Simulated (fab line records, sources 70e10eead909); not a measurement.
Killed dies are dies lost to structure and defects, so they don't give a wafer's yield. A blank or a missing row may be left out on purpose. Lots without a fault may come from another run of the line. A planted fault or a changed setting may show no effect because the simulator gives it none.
Chamber matching | flow nand_harc | NHARC_A_STAIRCASE_CMP_450 on cmp-01: 4 sister chambers
The step polishes SiO2, target thk 200 nm. 4 wafers are shown with their chamber, then 10 later ones without.

WAFERS WITH THEIR CHAMBER
wafer  | chamber | motor_current_A (A)
L086.1 | 3       | 12.5
L090.4 | 0       | 11.5
L091.2 | 1       | 13.6
L091.4 | 2       | 9.6

WAFERS WITHOUT THEIR CHAMBER
wafer  | motor_current_A (A)
L091.6 | 13.0
L093.1 | 11.2
L093.2 | 13.4
L093.6 | 10.8
L096.2 | 13.1
L096.5 | 14.0
L096.6 | 9.5
L095.2 | 10.0
L095.3 | 13.1
L095.6 | 12.8

WHICH CHAMBER EACH WENT THROUGH
wafer  | from the rows above     | in truth
L091.6 | can't be placed: 3 or 1 | 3
L093.1 | 0                       | 0
L093.2 | can't be placed: 1 or 3 | 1
L093.6 | can't be placed: 0 or 2 | 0
L096.2 | can't be placed: 1 or 3 | 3
L096.5 | 1                       | 1
L096.6 | 2                       | 2
L095.2 | 2                       | 2
L095.3 | can't be placed: 1 or 3 | 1
L095.6 | can't be placed: 3 or 1 | 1
Placed correctly: 4 of 10. Can't be placed from these rows: 6 (the true chamber is among the candidates in 6). Placed wrongly: 0.
How it was worked out, from the rows above alone: a wafer's distance from a chamber is the root of the sum, over the readings, of the square of ((its reading less the chamber's mean) divided by the reading's scatter). The wafer belongs to the nearest chamber; if the next one is less than 2 further off, it can't be placed. A chamber's mean is the mean of its shown wafers. The scatter: with one shown wafer a chamber, the root of the mean of the squares of how far each hidden wafer lies from its nearest shown one.
